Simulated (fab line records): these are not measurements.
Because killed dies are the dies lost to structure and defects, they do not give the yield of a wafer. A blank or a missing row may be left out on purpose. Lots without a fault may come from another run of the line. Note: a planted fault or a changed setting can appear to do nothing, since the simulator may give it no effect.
Matching of chambers    flow n5_finfet    N5_HKMG_FIN_ALD_74 on ald_hk-02: 3 sister chambers
The step deposits La2O3, target thk 0.5 nm, pulse time 6 s, co reactant pulse time 1 s. 3 wafers are shown with their chamber, then 7 later ones without.

== WAFERS, EACH WITH ITS CHAMBER ==
wafer   chamber  heater_power_w (W)
L088.5  1        329
L088.6  2        331
L091.1  3        351

== WAFERS WHOSE CHAMBER IS MISSING ==
wafer   heater_power_w (W)
L091.2  331
L091.4  337
L094.2  332
L094.3  351
L094.4  330
L097.1  345
L097.2  326

== WHICH CHAMBER EACH ONE RAN IN ==
wafer   from the rows above      in truth
L091.2  can't be placed: 2 or 1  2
L091.4  can't be placed: 2 or 1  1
L094.2  can't be placed: 2 or 1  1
L094.3  3                        3
L094.4  can't be placed: 1 or 2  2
L097.1  3                        3
L097.2  can't be placed: 1 or 2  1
Correct placement for 2 of the 7. Cannot be placed on the basis of these rows: 5; the candidates contain the true chamber in 5. Number placed wrongly: 0.
How it was worked out, from the rows above alone: a wafer's distance from a chamber is the root of the sum, over the readings, of the square of ((its reading less the chamber's mean) divided by the reading's scatter). The wafer belongs to the nearest chamber; if the next one is less than 2 further off, it can't be placed. Each chamber's mean is taken over the wafers shown for it. The scatter: root of mean squared gap, hidden wafer to nearest shown wafer, with one shown wafer a chamber.
